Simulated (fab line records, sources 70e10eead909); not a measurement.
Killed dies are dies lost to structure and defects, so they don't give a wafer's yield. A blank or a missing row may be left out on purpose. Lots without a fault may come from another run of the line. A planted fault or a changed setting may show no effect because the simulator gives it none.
fab line records | flow nand_harc
record lots=9 wafers=27 last_day=24
route steps=1159 shown P_M2@349 P_BONDPAD@372 END@1159
lots that met no fault: from a run of the same line without faults
start_h: hours from the record's first day to the start of the lot's first wafer shown | wait_h: hours since the lot's step before | " the same as in the row above | L1.1+2: a row that stands for several wafers | - no value, or no start given | * or withheld: withheld | < > ~ a bound
route shown NAME@n: a module of which the file shows steps, and the number in the route of the first | usual: mean/standard deviation of fault-free wafers | same: alike in all rows | chamber/n: place in a boat | sites: the reading at each site | _std_site: their standard deviation | _edge_site: outer sites' mean less inner sites' | radius_mm: how far each site lies from the wafer's centre | mask NAME#n: copy n | behind: the tool/chamber that last shaped the wafer | hold: why the lot was held/for how many hours/how that ended | device: the transistor (n, p or np) that didn't switch | end of line: the same wafers' tests at the end of the route | a step without rows: its recipe alone | killed: dies lost to structure and defects at the first sort, not the wafer's yield | map: a wafer's dies, x killed, . not, _ none there
set.NAME: the setting as run; set.NAME@STEP: as run at that earlier step | model.NAME: the simulator's own value behind a step, which no gauge read
steps of the route over a sample of lots; a table a step, a row a wafer
services: from which hour (start_h, from the record's first day; less than 0 if before it) a tool's chamber was out of use, for how many hours, and why
## steps
# step NHARC_P_M2_PRE_CLEAN_32
# recipe time_s=12 temp_c=370 rf_power_w=300 gas=NH3
# usual heater_power_w=653/49 rf_fwd_power_W=292.8/0.98
# columns lot.wafer tool chamber start_h wait_h heater_power_w rf_fwd_power_W since_wet_clean_h
L462.3 pecvd-03 2 130.38 0.1 710 293.1 6
L462.2 " 1 " " 593 291.7 6
L462.6 " 0 " " 620 291.5 -
L464.2 pecvd-03 2 142.58 0.1 719 292.8 18
L464.6 " 2 " " 720 292.0 -
L464.5 " 0 " " 682 289.8 -
L463.3 pecvd-03 0 143.04 0.1 585 294.2 19
L463.5 " 2 " " 727 293.0 -
L463.4 " 0 " " 581 292.7 -
L466.3 pecvd-04 2 151.10 0.1 736 293.7 124
L466.4 " 0 " " 642 293.0 -
L466.5 " 1 " " 674 292.1 -
L474.2 pecvd-01 2 206.47 0.1 602 293.5 137
L474.3 " 2 " " 600 293.5 -
L474.5 " 2 " " 598 292.0 -
L477.3 pecvd-04 1 221.37 0.1 646 291.6 13
L477.2 " 0 " " 673 292.6 13
L477.5 " 2 " " 660 292.2 -
L476.2 pecvd-03 1 221.78 0.1 638 293.3 98
L476.5 " 2 " " 625 292.5 -
L476.4 " 0 " " 672 293.4 -
L480.1 pecvd-04 2 234.78 0.1 705 293.6 26
L480.6 " 2 " " 726 293.8 -
L480.4 " 1 " " 685 292.5 -
L483.3 pecvd-04 1 251.95 0.1 639 293.3 44
L483.5 " 2 " " 728 291.5 -
L483.6 " 0 " " 661 292.3 -
# step NHARC_P_M2_DEP_33
# recipe target_thk_a=300 temp_c=370 target_thk_nm=30 pressure_torr=3 flow_sccm=200 rf_w=450 material=SiCN
# usual heater_power_w=602/51 rf_fwd_power_W=449.2/1.4 showerhead_vpp_V=1293/57
# columns lot.wafer tool chamber start_h wait_h heater_power_w rf_fwd_power_W showerhead_vpp_V since_wet_clean_h
L462.3 pecvd-03 2 130.46 0.1 666 447.4 1315 6
L462.2 " 1 " " 611 449.3 1312 6
L462.6 " 0 " " 597 450.3 1309 -
L464.2 pecvd-03 2 142.69 0.1 551 448.0 1296 18
L464.6 " 2 " " 566 445.7 1297 -
L464.5 " 0 " " 625 449.7 1314 -
L463.3 pecvd-03 0 143.18 0.1 587 451.1 1304 19
L463.5 " 2 " " 688 449.5 1319 -
L463.4 " 0 " " 603 449.8 1316 -
L466.3 pecvd-04 2 151.18 0.1 570 447.6 1337 124
L466.4 " 0 " " 538 450.3 1268 -
L466.5 " 1 " " 601 448.2 1331 -
L474.2 pecvd-01 2 206.59 0.1 451 450.4 1169 137
L474.3 " 2 " " 458 451.0 1142 -
L474.5 " 2 " " 465 450.4 1137 -
L477.3 pecvd-04 1 221.45 0.1 560 448.5 1369 13
L477.2 " 0 " " 607 449.3 1256 13
L477.5 " 2 " " 676 449.6 1340 -
L476.2 pecvd-03 1 221.86 0.1 589 447.9 1313 98
L476.5 " 2 " " 638 449.3 1307 -
L476.4 " 0 " " 592 449.9 1315 -
L480.1 pecvd-04 2 234.85 0.1 640 448.6 1312 27
L480.6 " 2 " " 654 449.8 1345 -
L480.4 " 1 " " 638 450.0 1331 -
L483.3 pecvd-04 1 252.03 0.1 540 448.2 1336 44
L483.5 " 2 " " 681 449.4 1346 -
L483.6 " 0 " " 556 451.0 1250 -
# step NHARC_P_BONDPAD_ETCH_24
# recipe target_depth_a=300 over_etch_frac=0.3 time_s=72.99 ion_energy_ev=150 cf4_flow_sccm=50 n2_flow_sccm=100 ar_flow_sccm=150 rf_w=300 bias_w=100 chemistry=CF4/N2
# usual drypump_motor_current_A=5.5/0.51 mfc_ar_sccm=150.0/0.41 oes_product_au=0.999/0.0064 rf_fwd_power_W=297.8/1.1 rf_vpp_V=315.4/1.8 run_length_s=94.2/0.39 showerhead_plenum_p_Torr=2.70/0.094 throttle_valve_pct=19.794/0.0096
# columns lot.wafer tool chamber start_h wait_h drypump_motor_current_A mfc_ar_sccm oes_product_au rf_fwd_power_W rf_hours_counter_h rf_vpp_V run_length_s showerhead_plenum_p_Torr throttle_valve_pct
L462.2 rie_diel-04 3 132.86 - 6.5 151.0 0.993 298.8 1 316.3 94.6 2.65 19.783
L462.3 " 2 " " 5.3 149.2 0.996 297.8 1 314.4 94.2 2.64 19.787
L462.6 " 0 " " 5.3 150.6 0.983 298.9 - 316.8 94.2 2.78 19.787
L464.2 rie_diel-04 1 145.55 - 5.3 149.9 1.002 296.9 2 316.7 93.7 2.80 19.799
L464.5 " 1 " " 5.2 149.4 1.014 297.1 - 317.4 93.6 2.80 19.803
L464.6 " 2 " " 5.3 149.3 1.004 296.6 - 315.7 94.2 2.64 19.822
L463.3 rie_diel-04 2 146.04 - 5.3 150.0 1.001 297.1 3 314.6 94.3 2.64 19.806
L463.4 " 1 " " 5.3 150.3 0.997 300.2 3 318.0 93.5 2.80 19.803
L463.5 " 3 " " 6.5 150.7 1.001 298.0 - 314.8 94.1 2.65 19.806
L466.3 rie_diel-04 0 153.46 - 5.3 149.5 0.988 297.5 3 317.8 93.9 2.78 19.795
L466.4 " 1 " " 5.2 150.3 0.994 299.3 3 316.8 94.0 2.80 19.798
L466.5 " 2 " " 5.3 150.3 0.990 298.2 - 312.8 94.1 2.64 19.806
L474.3 rie_diel-04 2 209.39 - 5.3 149.9 0.993 - 10 313.3 77.8 2.64 19.785
L474.2 " 3 " " 6.5 150.0 1.012 - 10 313.7 78.0 2.65 19.799
L474.5 " 2 " " 5.3 149.7 0.995 297.1 - 315.4 94.2 2.64 19.796
L477.3 rie_diel-12 1 223.76 - 5.2 150.0 0.995 297.3 5 317.5 94.3 2.76 19.777
L477.2 " 0 " " 5.5 149.8 1.004 298.6 6 317.8 95.0 2.83 19.801
L477.5 " 1 " " 5.2 150.8 1.008 297.0 - 315.5 94.4 2.76 19.783
L476.2 rie_diel-10 3 224.28 - 5.0 150.2 1.001 297.2 13 313.9 94.6 2.59 19.802
L476.4 " 0 " " 5.6 150.2 1.008 295.4 21 313.3 94.9 2.57 19.797
L476.5 " 2 " " 5.3 149.5 0.995 297.0 - 312.8 95.0 2.50 19.782
L480.1 rie_diel-12 0 237.22 - 5.5 149.7 1.004 298.6 10 317.5 95.2 2.83 19.816
L480.4 " 2 " " 4.8 149.4 1.003 297.8 8 309.1 94.6 2.46 19.784
L480.6 " 0 " " 5.6 150.4 1.003 298.5 - 318.3 94.5 2.83 19.801
L483.3 rie_diel-10 3 254.44 - 5.0 149.9 1.004 296.6 22 313.3 94.3 2.59 19.782
L483.5 " 3 " " 5.0 149.2 0.988 296.6 - 313.3 94.6 2.59 19.786
L483.6 " 0 " " 5.6 150.2 1.011 296.5 - 312.0 95.2 2.56 19.801
# step NHARC_P_BONDPAD_ANNEAL_28
# recipe temp_c=225 time_s=90
# usual wafer_temp_C_max=226.2/0.63
# columns lot.wafer tool chamber start_h wait_h wafer_temp_C_max
L462.2 rtp_anneal-01 0 134.04 - 226.5
L462.3 " 0 " " 226.5
L462.6 " 0 " " 225.9
L464.2 rtp_anneal-02 0 146.74 0.3 225.8
L464.5 " 0 " " 225.9
L464.6 " 0 " " 226.0
L463.3 rtp_anneal-02 0 147.29 0.3 225.6
L463.4 " 0 " " 225.5
L463.5 " 0 " " 225.7
L466.3 rtp_anneal-02 0 154.69 0.3 225.5
L466.4 " 0 " " 225.4
L466.5 " 0 " " 226.2
L474.2 rtp_anneal-02 0 210.57 0.3 226.2
L474.3 " 0 " " 225.5
L474.5 " 0 " " 225.9
L477.2 rtp_anneal-02 0 224.97 0.3 226.0
L477.3 " 0 " " 225.5
L477.5 " 0 " " 225.6
L476.2 rtp_anneal-01 0 225.47 0.4 226.9
L476.4 " 0 " " 226.7
L476.5 " 0 " " 226.9
L480.1 rtp_anneal-02 0 238.45 0.3 225.7
L480.4 " 0 " " 225.7
L480.6 " 0 " " 225.6
L483.3 rtp_anneal-01 0 255.68 - 226.6
L483.5 " 0 " " 226.8
L483.6 " 0 " " 226.6
# step NHARC_END_SORT_01
# recipe temp_c=25
# usual defect_limited_yield=95.8/1.2 killed_at_array=24/7.4 killed_at_other=0.5/0.81 killed_at_periphery=3.4/2.3 killed_dies=28/8 killed_open=3.4/1.8 killed_short=2.0/1.4 sort_bin_2_pct=1.3/0.54 sort_bin_3_pct=0.23/0.2 sort_bin_4_pct=2.7/0.77 sort_n_pass=649/8 sort_rim_yield_pct=94.2/2.7 sort_yield_pct=95.8/1.2
# same gross_dies=677 sort_bin_5_pct[%]=0 sort_bin_6_pct[%]=0 sort_bin_7_pct[%]=0 sort_bin_8_pct[%]=0 sort_rim_n_gross=106.00
# columns lot.wafer tool chamber start_h wait_h defect_limited_yield[%] killed_at_array killed_at_other killed_at_periphery killed_dies killed_open killed_short sort_bin_2_pct[%] sort_bin_3_pct[%] sort_bin_4_pct[%] sort_n_pass sort_rim_yield_pct[%] sort_yield_pct[%]
L466.3 prober-01 0 459.32 3.1 97.0 20 0 0 20 3 2 0.7 0.30 1.9 657 94.3 97.0
L466.4 prober-01 0 460.13 3.4 97.2 18 1 0 19 4 0 0.7 0.15 1.9 658 93.4 97.2
L466.5 prober-01 0 460.93 3.7 96.8 20 1 1 22 2 1 1.3 0 1.9 655 93.4 96.8
L477.2 prober-01 0 546.83 2.8 97.2 16 0 3 19 2 2 0.7 0.30 1.8 658 94.3 97.2
L477.3 prober-01 0 547.62 3.1 94.8 34 0 1 35 2 2 2.5 0.15 2.5 642 94.3 94.8
L477.5 prober-01 0 549.19 3.6 94.7 33 0 3 36 5 3 1.5 0 3.8 641 93.4 94.7
L476.2 prober-01 0 554.57 2.8 97.2 15 2 2 19 3 2 1.5 0.30 1.0 658 97.2 97.2
L476.4 prober-01 0 556.18 3.4 97.0 17 1 2 20 1 4 0.1 0.15 2.7 657 93.4 97.0
L476.5 prober-01 0 556.98 3.7 96.6 19 2 2 23 2 2 1.3 0.15 1.9 654 98.1 96.6
# killed by level:class
L466.3 A_CHANNEL_HOLE_D1:chamber_film_flake=7 A_CONTACT:chamber_film_flake=5 A_CONTACT:geometric_particle:open=2 A_STAIRCASE:chamber_film_flake=2 A_CHANNEL_FILL_D1:geometric_particle:open=1 A_CHANNEL_FILL_D1:geometric_particle:short=1 A_STAIRCASE:geometric_particle:short=1 A_CHANNEL_FILL_D1:chamber_film_flake=1
L466.4 A_CHANNEL_HOLE_D1:chamber_film_flake=5 A_CONTACT:chamber_film_flake=5 A_CONTACT:geometric_particle:open=2 A_SGD_CUT:geometric_particle:open=1 A_BLC:geometric_particle:open=1 A_ZERO_WELL:chamber_film_flake=1 A_STAIRCASE:chamber_film_flake=1 A_SLIT:chamber_film_flake=1
L466.5 A_CONTACT:chamber_film_flake=9 A_CHANNEL_HOLE_D1:chamber_film_flake=8 P_GATE:geometric_particle:open=1 A_ONON_D1:geometric_particle:short=1 A_CONTACT:geometric_particle:open=1 A_ZERO_WELL:chamber_film_flake=1 THIN_TSV:chamber_film_flake=1
L477.2 A_CHANNEL_HOLE_D1:chamber_film_flake=7 A_STAIRCASE:chamber_film_flake=3 A_STAIRCASE:geometric_particle:open=2 P_GATE:chamber_film_flake=2 P_CONTACT:geometric_particle:short=1 A_ONON_D1:geometric_particle:short=1 A_CHANNEL_FILL_D1:chamber_film_flake=1 A_CONTACT:chamber_film_flake=1
L477.3 A_CHANNEL_HOLE_D1:chamber_film_flake=26 A_CONTACT:chamber_film_flake=5 P_M0:geometric_particle:open=1 A_ONON_D1:geometric_particle:open=1 A_CHANNEL_FILL_D1:geometric_particle:short=1 A_SGD_CUT:geometric_particle:short=1
L477.5 A_CHANNEL_HOLE_D1:chamber_film_flake=17 A_STAIRCASE:chamber_film_flake=7 A_CONTACT:chamber_film_flake=4 A_CONTACT:geometric_particle:open=3 P_CONTACT:geometric_particle:open=2 P_M0:geometric_particle:short=1 A_CHANNEL_HOLE_D1:geometric_particle:short=1 A_WL_FILL:geometric_particle:short=1
L476.2 A_CONTACT:chamber_film_flake=5 A_CHANNEL_HOLE_D1:chamber_film_flake=4 A_STAIRCASE:chamber_film_flake=3 P_GATE:geometric_particle:open=2 A_WL_FILL:geometric_particle:short=2 THIN_TSV:chamber_film_flake=2 A_M0:geometric_particle:open=1
L476.4 A_CHANNEL_HOLE_D1:chamber_film_flake=5 A_STAIRCASE:chamber_film_flake=4 A_CONTACT:chamber_film_flake=4 A_WL_FILL:geometric_particle:short=3 P_M0:geometric_particle:short=1 A_ONON_D1:geometric_particle:open=1 P_GATE:chamber_film_flake=1 THIN_TSV:chamber_film_flake=1
L476.5 A_STAIRCASE:chamber_film_flake=7 A_CONTACT:chamber_film_flake=7 A_CHANNEL_HOLE_D1:chamber_film_flake=3 P_M2:geometric_particle:open=1 A_CHANNEL_FILL_D1:geometric_particle:short=1 A_CHANNEL_FILL_D1:geometric_particle:open=1 P_ZERO_WELL:chamber_film_flake=1 STARTING-WAFER:geometric_particle:short=1
## services
# columns tool chamber start_h hours kind
pecvd-03 - 111.24 13.0 pm
pecvd-03 0 111.24 13.0 vent_cycle
pecvd-03 1 111.24 13.0 vent_cycle
pecvd-03 2 111.24 13.0 vent_cycle
rie_diel-04 - 111.90 9.0 pm
rie_diel-12 0 116.79 6.0 repair
pecvd-03 0 124.24 - clean
pecvd-03 1 124.24 - clean
pecvd-03 2 124.24 - clean
pecvd-04 2 139.24 6.8 repair
rie_diel-10 1 145.28 9.9 repair
pecvd-03 2 156.12 5.9 repair
rie_diel-04 1 164.15 6.1 repair
rie_diel-10 - 177.21 9.0 pm
pecvd-01 0 177.41 8.9 repair
rie_diel-10 3 190.81 8.8 repair
pecvd-04 - 195.32 13.0 pm
pecvd-04 0 195.32 13.0 vent_cycle
pecvd-04 1 195.32 13.0 vent_cycle
pecvd-04 2 195.32 13.0 vent_cycle
pecvd-01 1 200.39 13.5 repair
rie_diel-12 - 202.42 9.0 pm
pecvd-04 0 208.32 - clean
pecvd-01 - 237.18 13.0 pm
## key
first_sign step=NHARC_P_BONDPAD_ETCH_24 reading=run_length_s direction=down sigmas=42 usual=* struck=*
effect none on later readings
met_at NHARC_P_BONDPAD_ETCH_24
struck_lots L474
struck_wafers L474.2,L474.3
not_acting_at NHARC_P_M2_PRE_CLEAN_32,NHARC_P_M2_DEP_33,NHARC_P_BONDPAD_ANNEAL_28
onset_between 153.46 209.39
fault kind=process_parameter_drift tool=rie_diel-04 chamber=- onset_h=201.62 steps=NHARC_P_BONDPAD_ETCH_24 channel=time_s offset=* shape=step end_h=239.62 scope=struck_wafers_only acts_in=* stated=*
